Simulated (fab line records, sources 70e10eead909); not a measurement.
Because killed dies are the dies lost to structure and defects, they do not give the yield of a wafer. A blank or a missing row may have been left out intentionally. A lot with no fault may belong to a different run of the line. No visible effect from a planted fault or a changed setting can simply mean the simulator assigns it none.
Chamber matching -- flow nandHarc -- aldMetal-03 running NHARC_A_WL_FILL_ALD_02: 4 sister chambers
The step deposits TiN, target thk 2 nm, pulse time 3 s, ald cycles 100. 8 wafers are shown with their chamber, then 9 later ones without.

## WAFERS WITH THEIR CHAMBER
wafer,chamber,heaterPowerW (W),precursorPulseHeightRel
L084.3,3,1051,0.996
L084.4,2,1175,1.001
L084.6,1,1071,0.954
L085.4,2,1191,1.009
L085.6,3,1071,1.031
L087.3,1,1088,1.023
L087.4,0,1269,0.998
L087.5,0,1269,0.994

## WAFERS WITH NO CHAMBER GIVEN
wafer,heaterPowerW (W),precursorPulseHeightRel
L093.1,1236,1.005
L093.3,1088,0.996
L093.5,1087,1.001
L095.1,1196,1.012
L095.2,1197,1.027
L095.5,1194,0.971
L097.2,1054,0.993
L097.3,1111,1.028
L097.6,1293,1.005

## WHICH CHAMBER EACH ONE RAN IN
wafer,from the rows above,in truth
L093.1,can't be placed: 0 or 2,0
L093.3,can't be placed: 1 or 3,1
L093.5,can't be placed: 1 or 3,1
L095.1,2,2
L095.2,2,2
L095.5,2,2
L097.2,can't be placed: 3 or 1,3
L097.3,can't be placed: 1 or 3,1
L097.6,0,0
Placed correctly: 4 of 9. Not placeable from these rows: 5 (in 5, the candidates include the true chamber). 0 placed wrongly.
How it was worked out, from the rows above alone: a wafer's distance from a chamber is the root of the sum, over the readings, of the square of ((its reading less the chamber's mean) divided by the reading's scatter). The wafer belongs to the nearest chamber; if the next one is less than 2 further off, it can't be placed. The mean given for a chamber averages the wafers shown for that chamber. The scatter: the root of (the sum of the squares of (reading less its chamber's mean) over the shown wafers, divided by (wafers less chambers)).
